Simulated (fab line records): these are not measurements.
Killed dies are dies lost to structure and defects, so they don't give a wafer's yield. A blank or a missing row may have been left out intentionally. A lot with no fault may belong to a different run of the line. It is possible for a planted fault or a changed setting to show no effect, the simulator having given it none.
fab line records	flow nandHarc
record: lots: 24	wafers: 72	lastDay: 33
route steps=1302 shown P_M0@282 P_M1@299 P_M2@336 P_BONDPAD@370
lots that met no fault: from a run of the same line without faults
startH: the number of hours between the record's first day and the start of the first shown wafer of the lot	waitH: hours since the lot's step before	" identical to the entry in the row above	L1.1+2: several wafers, shown together as one row	- no value, or no start was given	* or withheld: withheld	< > ~ a bound
route shown NAME@n: names a module that has steps shown in the file, with the first one's number in the route	usual: average and standard deviation across the fault-free wafers	same: alike in all rows	chamber/n: place in a boat	sites: readings site by site	_std_site: standard deviation of those values	_edge_site: the outer-site mean with the inner-site mean subtracted	radiusMm: for every site, how far away it sits from the centre of the wafer	mask NAME#n: copy n	behind: the tool/chamber that last shaped the wafer	hold: the reason the lot was held/the length of the hold in hours/how it ended	device: transistor that didn't switch, given as n, p or np	end of line: the same wafers' tests at the end of the route	for a step that has no rows: nothing shown but its recipe	killed: count of dies lost to structure and defects at first sort (not the wafer's yield)	map: shows each die of a wafer: x if killed, . if not, _ if none is there
set.NAME: setting as actually run; set.NAME@STEP: the setting as run at that earlier step	model.NAME: the simulator's own value behind a step, which no gauge read
one table for each step of the route and one row for each wafer, over a sample of lots
services: from which hour (startH, from the record's first day; less than 0 if before it) a tool's chamber was out of use, for how many hours, and why
== steps ==
step: NHARC_P_M0_INSPECT_27
usual: rawDefectCount: 336/140
lot.wafer	tool	chamber	startH	waitH	rawDefectCount
L074.2	defectInspect-01	-	119.91	0.0	386
L074.5	"	-	"	"	279
L074.6	"	-	"	"	436
L075.1	defectInspect-02	-	135.19	0.0	305
L075.3	"	-	"	"	313
L075.5	"	-	"	"	591
L076.2	defectInspect-01	-	139.27	0.0	302
L076.4	"	-	"	"	341
L076.5	"	-	"	"	461
L077.2	defectInspect-02	-	153.48	0.0	514
L077.3	"	-	"	"	430
L077.6	"	-	"	"	430
L078.1	defectInspect-01	-	162.82	0.0	713
L078.2	"	-	"	"	618
L078.3	"	-	"	"	614
L079.2	defectInspect-02	-	181.10	0.0	236
L079.4	"	-	"	"	191
L079.6	"	-	"	"	516
L080.1	defectInspect-02	-	184.46	0.0	230
L080.4	"	-	"	"	195
L080.6	"	-	"	"	293
L081.1	defectInspect-02	-	202.40	0.0	413
L081.4	"	-	"	"	474
L081.6	"	-	"	"	217
L082.2	defectInspect-02	-	203.02	0.0	207
L082.3	"	-	"	"	505
L082.5	"	-	"	"	365
L083.1	defectInspect-01	-	208.94	0.0	240
L083.2	"	-	"	"	238
L083.3	"	-	"	"	281
L084.3	defectInspect-02	-	227.83	0.0	327
L084.4	"	-	"	"	215
L084.5	"	-	"	"	379
L085.1	defectInspect-01	-	232.81	0.0	389
L085.2	"	-	"	"	448
L085.6	"	-	"	"	386
L086.2	defectInspect-01	-	240.57	0.0	251
L086.3	"	-	"	"	284
L086.5	"	-	"	"	395
L087.3	defectInspect-01	-	268.84	0.0	654
L087.5	"	-	"	"	688
L087.6	"	-	"	"	565
L089.2	defectInspect-01	-	270.17	0.0	367
L089.3	"	-	"	"	460
L089.5	"	-	"	"	243
L088.1	defectInspect-02	-	271.37	0.0	246
L088.4	"	-	"	"	267
L088.5	"	-	"	"	268
L090.2	defectInspect-01	-	290.82	0.0	304
L090.3	"	-	"	"	133
L090.6	"	-	"	"	193
L091.2	defectInspect-01	-	292.83	0.0	187
L091.4	"	-	"	"	360
L091.5	"	-	"	"	273
L092.2	defectInspect-01	-	308.71	0.0	421
L092.5	"	-	"	"	286
L092.6	"	-	"	"	248
L093.1	defectInspect-01	-	313.64	0.0	213
L093.2	"	-	"	"	130
L093.4	"	-	"	"	166
L094.2	defectInspect-02	-	323.86	0.0	271
L094.4	"	-	"	"	396
L094.5	"	-	"	"	588
L095.2	defectInspect-01	-	332.92	0.0	154
L095.3	"	-	"	"	204
L095.6	"	-	"	"	301
L096.2	defectInspect-01	-	342.84	0.0	249
L096.3	"	-	"	"	195
L096.5	"	-	"	"	302
L097.3	defectInspect-02	-	354.97	0.0	215
L097.5	"	-	"	"	206
L097.6	"	-	"	"	175
step: NHARC_P_M1_ETCH_35
recipe: targetDepthA: 400	overetchA: 120	timeS: 43.94	ionEnergyEv: 200	n2FlowSccm: 150	h2FlowSccm: 150	arFlowSccm: 0	rfW: 400	biasW: 150	chemistry: N2/H2
usual: drypumpMotorCurrentA: 5.6/0.4	oesProductAu: 0.998/0.0088	rfVppV: 431.4/1.6	showerheadPlenumPTorr: 2.07/0.051	throttleValvePct: 14.172/0.0087
lot.wafer	tool	chamber	startH	waitH	drypumpMotorCurrentA	oesProductAu	rfHoursCounterH	rfVppV	showerheadPlenumPTorr	throttleValvePct
L074.2	rieDiel-02	0	121.55	0.1	5.8	0.991	5	428.4	1.99	14.177
L074.6	"	0	"	"	5.8	0.995	-	428.4	1.99	14.162
L074.5	"	1	"	"	5.5	0.990	-	432.8	2.13	14.160
L075.1	rieDiel-02	3	136.86	0.1	5.0	0.986	6	431.3	2.03	14.174
L075.3	"	0	"	"	5.8	0.986	6	429.5	1.99	14.178
L075.5	"	3	"	"	5.0	0.983	-	430.5	2.03	14.171
L076.2	rieDiel-03	0	140.95	0.1	5.2	0.995	2	430.8	2.05	14.165
L076.4	"	1	"	"	5.9	1.001	2	433.4	2.14	14.156
L076.5	"	0	"	"	5.2	1.004	-	430.5	2.05	14.167
L077.3	rieDiel-03	2	155.16	0.1	6.3	0.990	2	432.6	2.12	14.162
L077.2	"	0	"	"	5.3	1.010	3	431.0	2.05	14.168
L077.6	"	0	"	"	5.3	1.010	-	432.6	2.05	14.161
L078.2	rieDiel-02	2	164.52	0.1	5.9	1.003	9	430.1	2.08	14.185
L078.1	"	0	"	"	5.8	0.992	8	428.2	1.99	14.182
L078.3	"	1	"	"	5.5	0.991	9	433.2	2.12	14.167
L079.2	rieDiel-02	0	182.96	0.1	5.8	0.986	10	427.6	1.99	14.169
L079.6	"	2	"	"	5.9	0.996	-	433.4	2.08	14.172
L079.4	"	1	"	"	5.4	0.981	-	433.3	2.12	14.173
L080.1	rieDiel-03	3	186.13	0.1	5.7	1.010	4	430.5	2.04	14.175
L080.4	"	0	"	"	5.2	1.003	6	431.7	2.05	14.169
L080.6	"	2	"	"	6.3	0.987	-	432.1	2.12	14.163
L081.4	rieDiel-03	0	203.95	0.1	5.2	1.008	6	430.2	2.05	14.175
L081.1	"	1	"	"	5.9	0.998	5	434.0	2.14	14.182
L081.6	"	1	"	"	5.9	1.000	-	433.4	2.14	14.159
L082.3	rieDiel-03	2	204.85	0.1	6.3	0.980	5	433.2	2.12	14.164
L082.2	"	1	"	"	5.9	1.002	5	435.1	2.14	14.179
L082.5	"	2	"	"	6.3	0.986	-	432.7	2.12	14.173
L083.2	rieDiel-02	2	210.65	0.1	5.9	0.995	13	432.8	2.08	14.169
L083.1	"	3	"	"	4.9	0.997	10	430.3	2.02	14.171
L083.3	"	0	"	"	5.8	1.000	12	429.6	1.99	14.156
L084.4	rieDiel-02	1	229.66	0.1	5.5	1.004	0	433.4	2.12	14.176
L084.3	"	2	"	"	5.9	0.998	0	431.7	2.08	14.176
L084.5	"	0	"	"	5.8	0.992	-	429.9	1.99	14.170
L085.1	rieDiel-02	1	234.62	0.1	5.4	1.014	1	433.2	2.12	14.166
L085.2	"	2	"	"	5.9	1.004	1	432.5	2.08	14.179
L085.6	"	0	"	"	5.8	1.002	-	430.0	1.99	14.163
L086.3	rieDiel-03	2	242.25	0.1	6.3	0.999	8	433.2	2.12	14.158
L086.2	"	0	"	"	5.3	1.004	9	431.7	2.05	14.175
L086.5	"	1	"	"	5.9	0.994	-	433.1	2.14	14.177
L087.3	rieDiel-02	0	270.68	0.1	5.8	0.990	5	429.3	1.99	14.175
L087.5	"	2	"	"	5.9	0.991	-	432.6	2.08	14.166
L087.6	"	3	"	"	4.9	0.997	-	430.4	2.02	14.170
L089.2	rieDiel-03	2	271.81	0.1	6.4	0.987	10	432.9	2.12	14.171
L089.3	"	1	"	"	5.9	1.009	11	434.3	2.14	14.158
L089.5	"	3	"	"	5.7	1.006	-	429.7	2.04	14.163
L088.4	rieDiel-02	1	273.03	0.1	5.4	1.005	5	432.2	2.12	14.178
L088.1	"	2	"	"	5.9	0.988	5	432.8	2.08	14.183
L088.5	"	2	"	"	5.9	0.985	-	431.5	2.08	14.179
L090.2	rieDiel-03	1	292.35	0.1	5.9	1.002	0	432.5	2.13	14.148
L090.3	"	2	"	"	6.4	1.005	0	433.3	2.12	14.179
L090.6	"	1	"	"	5.9	1.000	-	433.5	2.13	14.170
L091.2	rieDiel-03	3	294.51	0.1	5.7	1.015	0	429.8	2.04	14.170
L091.4	"	0	"	"	5.3	1.003	0	430.2	2.05	14.165
L091.5	"	0	"	"	5.2	1.002	-	430.5	2.05	14.165
L092.2	rieDiel-02	1	310.39	0.1	5.5	0.994	8	431.9	2.12	14.164
L092.6	"	1	"	"	5.4	1.003	-	432.5	2.12	14.158
L092.5	"	3	"	"	5.0	0.998	-	429.9	2.02	14.168
L093.1	rieDiel-02	3	315.31	0.1	5.0	1.013	8	432.1	2.02	14.184
L093.2	"	0	"	"	5.8	0.989	8	428.7	1.98	14.167
L093.4	"	1	"	"	5.5	1.002	8	432.5	2.12	14.180
L094.2	rieDiel-03	1	325.54	0.1	5.9	0.990	2	432.1	2.13	14.172
L094.4	"	2	"	"	6.3	1.008	1	433.3	2.12	14.167
L094.5	"	1	"	"	5.9	0.989	-	432.8	2.13	14.191
L095.3	rieDiel-02	3	334.77	0.1	4.9	1.003	11	429.4	2.02	14.180
L095.2	"	1	"	"	5.4	0.999	11	434.4	2.12	14.159
L095.6	"	2	"	"	5.9	0.996	-	431.2	2.08	14.174
L096.2	rieDiel-02	1	344.56	0.1	5.5	0.991	11	432.8	2.12	14.183
L096.3	"	2	"	"	5.9	0.992	11	431.2	2.08	14.177
L096.5	"	1	"	"	5.4	0.989	-	432.4	2.12	14.171
L097.3	rieDiel-02	3	356.65	0.1	5.0	1.008	13	430.0	2.02	14.179
L097.5	"	2	"	"	5.9	1.003	-	430.4	2.08	14.165
L097.6	"	3	"	"	4.9	1.008	-	430.4	2.02	14.168
step: NHARC_P_M1_ANNEAL_31
recipe: tempC: 225	timeS: 90
usual: wafer_temp_C_max: 226.07/0.27
lot.wafer	tool	chamber	startH	waitH	wafer_temp_C_max
L074.2	rtpAnneal-01	0	123.50	0.4	226.24
L074.5	"	0	"	"	225.99
L074.6	"	0	"	"	226.34
L075.1	rtpAnneal-02	0	138.54	0.3	226.01
L075.3	"	0	"	"	226.18
L075.5	"	0	"	"	226.08
L076.2	rtpAnneal-02	0	142.70	-	226.14
L076.4	"	0	"	"	225.86
L076.5	"	0	"	"	225.89
L077.2	rtpAnneal-02	0	157.01	0.3	226.04
L077.3	"	0	"	"	226.35
L077.6	"	0	"	"	226.40
L078.1	rtpAnneal-02	0	166.27	0.3	225.70
L078.2	"	0	"	"	225.31
L078.3	"	0	"	"	225.75
L079.2	rtpAnneal-01	0	184.70	0.4	226.61
L079.4	"	0	"	"	226.17
L079.6	"	0	"	"	226.05
L080.1	rtpAnneal-01	0	187.80	0.3	226.26
L080.4	"	0	"	"	226.19
L080.6	"	0	"	"	225.70
L081.1	rtpAnneal-02	0	205.64	0.3	225.31
L081.4	"	0	"	"	226.12
L081.6	"	0	"	"	226.21
L082.2	rtpAnneal-02	0	206.57	-	225.97
L082.3	"	0	"	"	225.89
L082.5	"	0	"	"	225.86
L083.1	rtpAnneal-02	0	212.33	0.3	225.75
L083.2	"	0	"	"	226.45
L083.3	"	0	"	"	226.31
L084.3	rtpAnneal-02	0	231.47	0.3	226.07
L084.4	"	0	"	"	226.11
L084.5	"	0	"	"	226.25
L085.1	rtpAnneal-01	0	236.28	-	226.20
L085.2	"	0	"	"	225.94
L085.6	"	0	"	"	226.20
L086.2	rtpAnneal-02	0	244.00	0.3	226.09
L086.3	"	0	"	"	226.03
L086.5	"	0	"	"	225.65
L087.3	rtpAnneal-02	0	272.44	-	225.99
L087.5	"	0	"	"	225.89
L087.6	"	0	"	"	225.86
L089.2	rtpAnneal-01	0	273.57	0.3	225.96
L089.3	"	0	"	"	226.37
L089.5	"	0	"	"	226.28
L088.1	rtpAnneal-02	0	274.70	-	225.68
L088.4	"	0	"	"	225.89
L088.5	"	0	"	"	226.14
L090.2	rtpAnneal-02	0	294.09	0.3	226.03
L090.3	"	0	"	"	226.29
L090.6	"	0	"	"	225.91
L091.2	rtpAnneal-02	0	296.24	-	225.96
L091.4	"	0	"	"	225.85
L091.5	"	0	"	"	225.93
L092.2	rtpAnneal-02	0	312.23	0.3	225.73
L092.5	"	0	"	"	226.19
L092.6	"	0	"	"	226.28
L093.1	rtpAnneal-02	0	316.97	-	226.13
L093.2	"	0	"	"	225.95
L093.4	"	0	"	"	225.94
L094.2	rtpAnneal-01	0	327.29	0.4	225.82
L094.4	"	0	"	"	227.10
L094.5	"	0	"	"	226.58
L095.2	rtpAnneal-01	0	336.51	-	226.45
L095.3	"	0	"	"	226.04
L095.6	"	0	"	"	226.33
L096.2	rtpAnneal-01	0	346.28	0.3	226.50
L096.3	"	0	"	"	226.41
L096.5	"	0	"	"	225.77
L097.3	rtpAnneal-02	0	358.41	-	225.90
L097.5	"	0	"	"	225.65
L097.6	"	0	"	"	225.65
step: NHARC_P_M2_ETCH_28
recipe: targetDepthA: 300	overEtchFrac: 0.3	timeS: 72.99	ionEnergyEv: 150	cf4FlowSccm: 50	n2FlowSccm: 100	arFlowSccm: 150	rfW: 300	biasW: 100	chemistry: CF4/N2
usual: drypumpMotorCurrentA: 5.9/0.45	oesProductAu: 0.997/0.011	rfVppV: 313.5/1.8	showerheadPlenumPTorr: 2.59/0.097	throttleValvePct: 19.794/0.0099
lot.wafer	tool	chamber	startH	waitH	drypumpMotorCurrentA	oesProductAu	rfHoursCounterH	rfVppV	showerheadPlenumPTorr	throttleValvePct
L074.2	rieDiel-13	3	-	-	5.9	1.009	8	311.3	2.49	19.815
L074.6	"	2	"	"	5.2	1.005	-	310.6	2.45	19.803
L074.5	"	3	"	"	5.9	1.009	-	312.3	2.49	19.785
L075.1	rieDiel-13	0	-	-	6.1	1.001	10	311.7	2.51	19.781
L075.3	"	1	"	"	5.7	1.010	9	316.0	2.75	19.769
L075.5	"	0	"	"	6.1	0.995	-	311.4	2.51	19.807
L076.2	rieDiel-11	3	-	-	5.5	0.998	2	315.1	2.69	19.779
L076.5	"	1	"	"	6.4	0.995	-	313.8	2.63	19.799
L076.4	"	0	"	"	5.2	0.997	-	312.6	2.55	19.776
L077.3	rieDiel-11	1	-	-	6.3	1.007	3	314.7	2.63	19.789
L077.2	"	0	"	"	5.3	0.996	4	312.6	2.55	19.796
L077.6	"	1	"	"	6.4	1.001	-	314.5	2.63	19.816
L078.1	rieDiel-11	0	-	-	5.2	0.993	4	313.1	2.55	19.800
L078.3	"	2	"	"	6.0	1.006	2	316.2	2.68	19.795
L078.2	"	3	"	"	5.5	0.998	4	314.6	2.69	19.789
L079.4	rieDiel-11	1	-	-	6.4	1.012	4	313.6	2.63	19.793
L079.2	"	2	"	"	6.1	1.002	3	314.9	2.68	19.785
L079.6	"	1	"	"	6.4	1.016	-	313.6	2.63	19.780
L080.4	rieDiel-07	0	-	-	6.7	0.980	4	313.6	2.63	19.801
L080.1	"	3	"	"	6.0	0.991	6	315.3	2.70	19.805
L080.6	"	0	"	"	6.8	0.980	-	314.3	2.63	19.789
L081.4	rieDiel-13	3	-	-	5.9	0.981	1	310.7	2.49	19.795
L081.1	"	0	"	"	6.1	1.001	1	312.7	2.51	19.804
L081.6	"	3	"	"	5.9	0.989	-	312.4	2.49	19.791
L082.3	rieDiel-13	1	-	-	5.7	1.009	1	316.1	2.75	19.787
L082.2	"	3	"	"	5.9	0.987	1	311.0	2.49	19.804
L082.5	"	1	"	"	5.6	1.021	-	318.2	2.75	19.784
L083.3	rieDiel-07	3	-	-	5.9	0.994	8	315.0	2.70	19.783
L083.2	"	0	"	"	6.8	0.973	6	316.1	2.63	19.795
L083.1	"	1	"	"	5.9	0.971	5	314.2	2.52	19.802
L084.3	rieDiel-07	0	-	-	6.8	0.987	6	314.0	2.63	19.793
L084.4	"	3	"	"	6.0	0.997	9	315.6	2.70	19.792
L084.5	"	1	"	"	5.9	0.996	-	311.5	2.52	19.803
L085.1	rieDiel-07	3	-	-	6.0	0.988	9	315.1	2.70	19.803
L085.2	"	0	"	"	6.8	0.982	7	314.7	2.63	19.787
L085.6	"	3	"	"	6.0	1.000	-	315.7	2.70	19.798
L086.3	rieDiel-11	2	-	-	6.0	1.006	6	314.1	2.68	19.797
L086.2	"	0	"	"	5.2	1.000	7	313.4	2.54	19.786
L086.5	"	2	"	"	6.0	1.006	-	314.7	2.68	19.784
L087.3	rieDiel-07	1	-	-	5.8	0.997	9	310.6	2.52	19.806
L087.6	"	3	"	"	6.0	0.998	-	315.6	2.70	19.786
L087.5	"	0	"	"	6.8	0.971	-	314.1	2.63	19.798
L089.2	rieDiel-11	1	-	-	6.4	0.989	1	314.1	2.63	19.790
L089.3	"	2	"	"	6.0	0.980	1	315.2	2.68	19.788
L089.5	"	1	"	"	6.3	0.999	-	314.4	2.63	19.796
L088.1	rieDiel-07	0	-	-	6.8	0.978	9	314.2	2.63	19.796
L088.4	"	3	"	"	6.0	0.998	11	313.3	2.70	19.797
L088.5	"	1	"	"	5.9	0.988	-	313.7	2.52	19.791
L090.3	rieDiel-13	2	-	-	5.2	1.006	5	312.1	2.45	19.789
L090.2	"	3	"	"	5.9	0.996	6	312.1	2.48	19.798
L090.6	"	2	"	"	5.2	1.010	-	310.1	2.45	19.800
L091.2	rieDiel-11	0	-	-	5.2	1.014	2	312.3	2.54	19.802
L091.4	"	1	"	"	6.3	1.006	2	315.2	2.63	19.797
L091.5	"	3	"	"	5.6	1.006	-	314.9	2.69	19.788
L092.2	rieDiel-07	2	-	-	6.0	0.982	1	310.1	2.45	19.804
L092.6	"	2	"	"	6.0	0.984	-	310.4	2.45	19.791
L092.5	"	3	"	"	6.0	0.993	-	314.1	2.70	19.792
L093.4	rieDiel-07	2	-	-	6.0	0.991	2	310.0	2.45	19.774
L093.1	"	0	"	"	6.8	0.999	1	314.5	2.63	19.784
L093.2	"	1	"	"	5.9	0.996	1	312.4	2.52	19.797
L094.2	rieDiel-13	3	-	-	5.9	0.984	8	313.6	2.48	19.783
L094.4	"	0	"	"	6.1	1.004	8	312.8	2.51	19.786
L094.5	"	0	"	"	6.2	1.013	-	312.7	2.51	19.786
L095.3	rieDiel-11	0	-	-	5.2	1.009	4	313.2	2.54	19.789
L095.2	"	2	"	"	6.0	0.978	4	314.4	2.68	19.784
L095.6	"	3	"	"	5.6	0.989	-	315.2	2.69	19.785
L096.3	rieDiel-07	0	-	-	6.8	0.987	2	314.8	2.63	19.803
L096.2	"	1	"	"	5.9	0.997	3	313.2	2.51	19.784
L096.5	"	3	"	"	5.9	0.992	-	314.8	2.70	19.791
L097.3	rieDiel-11	3	-	-	5.6	0.991	5	314.4	2.69	19.790
L097.5	"	0	"	"	5.3	1.011	-	312.9	2.54	19.806
L097.6	"	1	"	"	6.3	1.001	-	313.4	2.63	19.793
step: NHARC_P_M2_THK_MEAS_24
recipe: thkMeasGauge: xrf
usual: thkNm: 144.3/1.5
lot.wafer	tool	chamber	startH	waitH	thkNm
L074.2	filmMetro-02	-	128.24	-	145.2
L074.5	"	-	"	"	145.2
L074.6	"	-	"	"	145.4
L075.1	filmMetro-02	-	143.62	-	143.6
L075.3	"	-	"	"	143.5
L075.5	"	-	"	"	142.6
L076.2	filmMetro-01	-	147.44	-	145.4
L076.4	"	-	"	"	145.7
L076.5	"	-	"	"	145.9
L077.2	filmMetro-01	-	162.05	-	142.9
L077.3	"	-	"	"	145.7
L077.6	"	-	"	"	146.5
L078.1	filmMetro-02	-	171.38	-	146.7
L078.2	"	-	"	"	144.6
L078.3	"	-	"	"	146.1
L079.2	filmMetro-01	-	189.49	-	144.5
L079.4	"	-	"	"	146.3
L079.6	"	-	"	"	144.8
L080.1	filmMetro-01	-	192.47	-	142.5
L080.4	"	-	"	"	143.5
L080.6	"	-	"	"	144.8
L081.1	filmMetro-02	-	210.34	-	145.3
L081.4	"	-	"	"	142.9
L081.6	"	-	"	"	145.1
L082.2	filmMetro-02	-	211.50	-	142.8
L082.3	"	-	"	"	144.5
L082.5	"	-	"	"	144.6
L083.1	filmMetro-01	-	217.17	-	144.7
L083.2	"	-	"	"	142.9
L083.3	"	-	"	"	146.8
L084.3	filmMetro-02	-	236.35	-	143.7
L084.4	"	-	"	"	143.4
L084.5	"	-	"	"	143.5
L085.1	filmMetro-01	-	242.36	-	142.9
L085.2	"	-	"	"	143.7
L085.6	"	-	"	"	145.9
L086.2	filmMetro-01	-	249.08	-	147.9
L086.3	"	-	"	"	146.1
L086.5	"	-	"	"	143.3
L087.3	filmMetro-01	-	277.14	-	145.2
L087.5	"	-	"	"	145.6
L087.6	"	-	"	"	145.1
L089.2	filmMetro-02	-	278.18	-	143.1
L089.3	"	-	"	"	141.8
L089.5	"	-	"	"	142.4
L088.1	filmMetro-02	-	279.94	-	146.0
L088.4	"	-	"	"	143.7
L088.5	"	-	"	"	146.1
L090.2	filmMetro-01	-	298.86	-	144.5
L090.3	"	-	"	"	141.8
L090.6	"	-	"	"	144.3
L091.2	filmMetro-01	-	301.10	-	142.4
L091.4	"	-	"	"	144.9
L091.5	"	-	"	"	145.4
L092.2	filmMetro-02	-	317.02	-	144.3
L092.5	"	-	"	"	143.2
L092.6	"	-	"	"	146.6
L093.1	filmMetro-02	-	321.70	-	141.9
L093.2	"	-	"	"	143.7
L093.4	"	-	"	"	143.6
L094.2	filmMetro-02	-	332.01	-	144.7
L094.4	"	-	"	"	141.6
L094.5	"	-	"	"	144.3
L095.2	filmMetro-01	-	341.40	-	146.0
L095.3	"	-	"	"	144.8
L095.6	"	-	"	"	146.7
L096.2	filmMetro-01	-	351.22	-	146.6
L096.3	"	-	"	"	145.5
L096.5	"	-	"	"	143.0
L097.3	filmMetro-01	-	363.00	-	143.3
L097.5	"	-	"	"	143.6
L097.6	"	-	"	"	143.5
step: NHARC_P_BONDPAD_CD_MEAS_13
usual: cdNm: 500.2/2
lot.wafer	tool	chamber	startH	waitH	cdNm
L074.2	cdSem-03	-	130.68	-	499.7
L074.5	"	-	"	"	501.2
L074.6	"	-	"	"	501.8
L075.1	cdSem-02	-	146.13	-	498.1
L075.3	"	-	"	"	500.4
L075.5	"	-	"	"	501.8
L076.2	cdSem-01	-	149.89	-	505.0
L076.4	"	-	"	"	502.5
L076.5	"	-	"	"	500.8
L077.2	cdSem-01	-	164.55	-	499.4
L077.3	"	-	"	"	504.1
L077.6	"	-	"	"	500.3
L078.1	cdSem-03	-	174.01	-	501.5
L078.2	"	-	"	"	502.4
L078.3	"	-	"	"	498.0
L079.2	cdSem-02	-	192.14	-	502.2
L079.4	"	-	"	"	505.8
L079.6	"	-	"	"	503.6
L080.1	cdSem-01	-	194.85	-	499.2
L080.4	"	-	"	"	499.3
L080.6	"	-	"	"	498.2
L081.1	cdSem-03	-	212.81	-	501.2
L081.4	"	-	"	"	499.5
L081.6	"	-	"	"	498.4
L082.2	cdSem-02	-	213.97	-	498.6
L082.3	"	-	"	"	500.9
L082.5	"	-	"	"	499.3
L083.1	cdSem-03	-	219.79	-	499.0
L083.2	"	-	"	"	502.9
L083.3	"	-	"	"	500.6
L084.3	cdSem-01	-	239.59	-	498.9
L084.4	"	-	"	"	497.2
L084.5	"	-	"	"	497.7
L085.1	cdSem-02	-	244.83	-	501.9
L085.2	"	-	"	"	503.5
L085.6	"	-	"	"	501.1
L086.2	cdSem-02	-	251.59	-	500.0
L086.3	"	-	"	"	502.9
L086.5	"	-	"	"	500.9
L087.3	cdSem-03	-	279.58	-	499.0
L087.5	"	-	"	"	501.4
L087.6	"	-	"	"	500.1
L089.2	cdSem-02	-	280.50	-	498.9
L089.3	"	-	"	"	499.6
L089.5	"	-	"	"	501.9
L088.1	cdSem-01	-	282.44	-	503.1
L088.4	"	-	"	"	503.4
L088.5	"	-	"	"	502.4
L090.2	cdSem-01	-	301.37	-	502.2
L090.3	"	-	"	"	500.8
L090.6	"	-	"	"	497.2
L091.2	cdSem-01	-	303.62	-	498.8
L091.4	"	-	"	"	496.4
L091.5	"	-	"	"	500.6
L092.2	cdSem-03	-	319.51	-	496.2
L092.5	"	-	"	"	498.7
L092.6	"	-	"	"	499.7
L093.1	cdSem-02	-	324.35	-	500.2
L093.2	"	-	"	"	499.5
L093.4	"	-	"	"	501.0
L094.2	cdSem-02	-	334.52	-	502.1
L094.4	"	-	"	"	498.9
L094.5	"	-	"	"	496.2
L095.2	cdSem-03	-	344.05	-	502.9
L095.3	"	-	"	"	501.9
L095.6	"	-	"	"	502.7
L096.2	cdSem-02	-	353.57	-	499.6
L096.3	"	-	"	"	500.2
L096.5	"	-	"	"	500.2
L097.3	cdSem-02	-	365.47	-	499.7
L097.5	"	-	"	"	501.6
L097.6	"	-	"	"	503.8
== services ==
tool	chamber	startH	hours	kind
rieDiel-11	3	102.29	3.4	repair
rieDiel-11	1	103.83	16.7	repair
rieDiel-03	-	104.30	9.0	pm
rieDiel-13	1	106.15	4.5	repair
rieDiel-07	-	117.58	9.0	pm
rieDiel-03	3	117.74	3.8	repair
rieDiel-13	2	128.70	2.9	repair
rieDiel-11	2	145.06	18.2	repair
rieDiel-03	3	145.06	20.0	repair
rieDiel-02	-	149.81	0.2	repair
rieDiel-02	3	162.00	21.1	repair
rieDiel-13	-	165.01	9.0	pm
rieDiel-07	0	186.90	2.9	repair
rieDiel-02	-	216.75	9.0	pm
rieDiel-11	1	218.60	4.3	repair
rieDiel-03	0	228.38	5.9	repair
rieDiel-11	1	249.69	2.9	repair
rieDiel-11	-	255.53	9.0	pm
rieDiel-02	-	280.79	1.1	repair
rieDiel-03	-	281.30	9.0	pm
rieDiel-07	-	294.58	9.0	pm
rieDiel-03	3	298.83	4.2	repair
rieDiel-02	0	305.52	6.3	repair
rieDiel-13	-	342.01	9.0	pm
== key ==
fault none
